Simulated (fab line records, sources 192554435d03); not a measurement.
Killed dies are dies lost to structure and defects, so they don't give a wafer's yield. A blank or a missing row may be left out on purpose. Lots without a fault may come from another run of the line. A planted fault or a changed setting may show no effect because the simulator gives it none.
One fault seen from 3 desks | flow n5_finfet | each desk has only its own numbers; what lay behind them comes last

THE METROLOGY DESK
What the gauges read, lot by lot, whatever tool the lot ran on: means of the sampled wafers that have a number. A lot is out of limits, marked OUT, if its mean lies more than 4 standard deviations from the usual mean; the brackets give that distance. Of its 13 readings 7 are shown: those that lie furthest out on some lot.
Columns: A = cd_nm at N5_DUMMY_GATE_CD_MEAS_15, usual 24.97 nm; B = GATE_OVL at N5_DUMMY_GATE_OVL_MEAS_16, usual -0.1 nm; C = IOFF_N at N5_BEOL_M4_RC_MEAS_101, usual 0.15 nA/um; D = IOFF_P at N5_BEOL_M4_RC_MEAS_101, usual 0.21 nA/um; E = ION_P at N5_BEOL_M4_RC_MEAS_101, usual 463 uA/um; F = SS_P at N5_BEOL_M4_RC_MEAS_101, usual 73.1 mV/dec; G = VT_P at N5_BEOL_M4_RC_MEAS_101, usual -251 mV
lot  | first seen here | A     | B    | C    | D    | E   | F    | G
L662 | day 3 08:59     | 24.65 | -0.3 | 0.15 | 0.24 | 465 | 73.6 | -248
L664 | day 3 17:41     | 24.91 | -0.5 | 0.18 | 0.23 | 468 | 73.8 | -250
L672 | day 5 18:22     | 24.88 | -0.2 | 0.14 | 0.22 | 467 | 72.6 | -249
L673 | day 6 05:51     | 25.06 | 0.2  | 0.15 | 0.20 | 464 | 73.2 | -251
L679 | day 7 11:44     | 24.85 | -0.5 | 0.14 | 0.21 | 460 | 73.2 | -248
L680 | day 7 17:30     | 24.89 | 0.6  | 0.16 | 0.26 | 472 | 73.0 | -246
This desk's finding: nothing out of limits on any of the 6 lots.

THE TOOL OWNER'S DESK: litho_track-01
The tool's own readings at N5_DUMMY_GATE_COAT_09 (resist thk 30 nm): means of the sampled wafers that have a number, for each lot that ran on this tool. A lot is out of limits, marked OUT, if its mean lies more than 4 standard deviations from the usual mean; the brackets give that distance.
Columns: A = spin_speed_rpm at N5_DUMMY_GATE_COAT_09, usual 1500.0 rpm
lot  | first seen here | A
L664 | day 3 21:43     | 1499.0
L672 | day 6 01:57     | 1239.4 (-99 or more) OUT
L673 | day 6 09:53     | 1239.9 (-99 or more) OUT
This desk's finding: out of limits on L672, L673; first on L672, day 6 01:57 (spin_speed_rpm at N5_DUMMY_GATE_COAT_09). In limits: L664.

THE DEFECT DESK
What the inspections along the route counted, lot by lot: means of the sampled wafers that have a number. A lot is out of limits, marked OUT, if its mean lies more than 4 standard deviations from the usual mean; the brackets give that distance.
Columns: A = raw_defect_count at N5_DUMMY_GATE_INSPECT_17, usual 206
lot  | first seen here | A
L662 | day 3 13:29     | 181
L664 | day 3 22:04     | 244
L672 | day 6 02:19     | 205
L673 | day 6 10:14     | 137
L679 | day 7 16:08     | 191
L680 | day 7 22:01     | 154
This desk's finding: nothing out of limits on any of the 6 lots.

PUT TOGETHER
The tool owner's desk could have raised an alarm at day 6 01:57, on L672, L673.
The metrology desk saw nothing out of limits.
The defect desk saw nothing out of limits.
The metrology desk has L672, L673 on record, within its limits.
The defect desk has L672, L673 on record, within its limits.
Of the lots named, all ran N5_DUMMY_GATE_COAT_09 on litho_track-01.

WHAT THE SIMULATOR HAD PUT IN
Process parameter drift: litho_track-01, from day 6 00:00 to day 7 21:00, at N5_DUMMY_GATE_COAT_09. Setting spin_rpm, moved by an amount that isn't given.
Lots struck among those shown: L672, L673.
Hours from the fault's start to each desk's first reading out of limits: the tool owner's desk, 2.
